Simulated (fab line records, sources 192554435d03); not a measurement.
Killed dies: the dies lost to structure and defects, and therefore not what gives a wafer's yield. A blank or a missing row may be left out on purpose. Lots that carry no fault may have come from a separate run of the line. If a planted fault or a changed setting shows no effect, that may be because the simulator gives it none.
Split-lot trial    flow n5Finfet    on a route of 1938 steps: 7 lots, 21 wafers read

ON THE SPLIT
At N5_BEOL_M2_EXPOSE_08 (exposes mask M2), the setting doseMj was moved away from the recipe's 41.25 on 8 of the 21 wafers read, by -6.4% to +6.4%. For the rest of the wafers, this setting stayed at what the recipe calls for.

FROM THE SPLIT TO THE READING: what the file shows between them, 17 steps
- N5_BEOL_M2_PEB_09: peb time 60 s
- N5_BEOL_M2_DEVELOP_10: develop time 30 s
- N5_BEOL_M2_CD_MEAS_11: target cd 16.79 nm
- N5_BEOL_M2_DESCUM_16: chemistry O2, time 7 s
- N5_BEOL_M2_ETCH_74: etches underlayer in N2/H2, target depth 6.5 nm, time 5.2 s
- N5_BEOL_M2_ETCH_63: etches SiARC in CF4, target depth 15.6 nm, time 26 s
- N5_BEOL_M2_ETCH_64: etches SOC in N2/H2, target depth 75 nm, overetch 22.5 nm, time 121.9 s
- N5_BEOL_M2_STRIP_65: strips in N2/H2
- N5_BEOL_M2_STRIP_75: strips in N2/H2
- N5_BEOL_M2_STRIP_66: strips in CF4
- N5_BEOL_M2_HM_OPEN_17: chemistry Cl2/BCl3, target TiN, target depth 20 nm, overetch 6 nm
- N5_BEOL_M2_STRIP_19: strips in O2
- N5_BEOL_M2_STRIP_97: strips in N2/H2, time 10 s
- N5_BEOL_M2_HM_STRIP_39: strips TiN in peroxide tin strip, target depth 25 nm, time 158 s
- N5_BEOL_M2_SRD_40: time 30 s
- N5_BEOL_M2_PRECLEAN_42: cleans in residue remover, time 60 s
- N5_BEOL_M2_SRD_43: time 30 s

THE READING
cdNm, in nm, at N5_BEOL_M2_CD_MEAS_35 (target cd 18 nm, target cd y 22.2 nm). Typical for fault-free wafers on this fab line: 18.0 nm, with standard deviation 0.37 nm.

wafer   tool, chamber at the split  doseMj as run  against the recipe  cdNm, nm  against lot-mates on the recipe
L082.1  euvScanner-01, 0            41.25          recipe              17.9      -
L082.2  euvScanner-01, 0            41.25          recipe              18.0      -
L082.3  euvScanner-01, 0            41.25          recipe              18.6      -
L083.4  euvScanner-02, 0            43.86          +6.3%               18.9      +1.1
L083.5  euvScanner-02, 0            43.86          +6.3%               18.7      +0.9
L083.6  euvScanner-02, 0            41.25          recipe              17.8      -
L087.2  euvScanner-02, 0            43.29          +4.9%               19.3      +1.0
L087.5  euvScanner-02, 0            41.25          recipe              18.3      -
L087.6  euvScanner-02, 0            43.29          +4.9%               19.1      +0.8
L089.1  euvScanner-02, 0            41.25          recipe              17.9      -
L089.5  euvScanner-02, 0            43.89          +6.4%               19.5      +1.6
L089.6  euvScanner-02, 0            43.89          +6.4%               18.9      +1.0
L088.2  euvScanner-02, 0            41.25          recipe              17.3      -
L088.5  euvScanner-02, 0            41.25          recipe              18.1      -
L088.6  euvScanner-02, 0            39.62          -4.0%               17.6      -0.1
L093.1  euvScanner-01, 0            41.25          recipe              17.9      -
L093.3  euvScanner-01, 0            41.25          recipe              18.0      -
L093.5  euvScanner-01, 0            41.25          recipe              18.0      -
L094.1  euvScanner-02, 0            41.25          recipe              18.3      -
L094.4  euvScanner-02, 0            38.6           -6.4%               16.8      -1.3
L094.5  euvScanner-02, 0            41.25          recipe              18.0      -

FIT RESULTS
A straight line over all 21 wafers: cdNm changes by +0.171 nm for each +1% of doseMj; r = +0.89; the points scatter about the line by 0.31 nm.
The same after taking each lot's own level away (the mean of its wafers on the recipe; 21 wafers): +0.174 nm for each +1%; r = +0.92; scatter 0.27 nm.
That fit puts the effect of the largest move of doseMj on the reading at 1.1 nm.
Across the lots, their own levels run from 17.70 to 18.30 nm, a range of 1.6 times the standard deviation given above.
The two slopes are in agreement: the lot-to-lot level therefore moves the slope only a little.
Check: -0.98 nm against its lot-mates is what the line predicts for one of the wafers moved furthest among these (-6.4%) when that wafer is left out of the fit. Against them it came out at -1.35 nm.

THE WHOLE CHAIN: every reading that the file lists as answering this split, in the file's order
step                   what it does                                                             reading                                                              change (the file's fit)                r (the file's)
N5_BEOL_M2_CD_MEAS_11  target cd 16.79 nm                                                       cdNm                                                                 +0.224 nm for each +1% of the setting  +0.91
N5_BEOL_M2_ETCH_74     etches underlayer in N2/H2, target depth 6.5 nm, time 5.2 s              BEOL_M2.cdOffsetNm (the simulator's own value, which no gauge read)  +0.209 nm for each +1% of the setting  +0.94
N5_BEOL_M2_ETCH_63     etches SiARC in CF4, target depth 15.6 nm, time 26 s                     BEOL_M2.cdOffsetNm (the simulator's own value, which no gauge read)  +0.203 nm for each +1% of the setting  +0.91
N5_BEOL_M2_ETCH_64     etches SOC in N2/H2, target depth 75 nm, overetch 22.5 nm, time 121.9 s  BEOL_M2.cdOffsetNm (the simulator's own value, which no gauge read)  +0.187 nm for each +1% of the setting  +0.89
N5_BEOL_M2_HM_OPEN_17  chemistry Cl2/BCl3, target TiN, target depth 20 nm, overetch 6 nm        BEOL_M2.cdOffsetNm (the simulator's own value, which no gauge read)  +0.176 nm for each +1% of the setting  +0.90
N5_BEOL_M2_CD_MEAS_35  target cd 18 nm, target cd y 22.2 nm                                     cdNm                                                                 +0.173 nm for each +1% of the setting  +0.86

FILE'S OWN FIT
cdNm changes by +0.173 nm for each +1% of doseMj, r = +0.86.
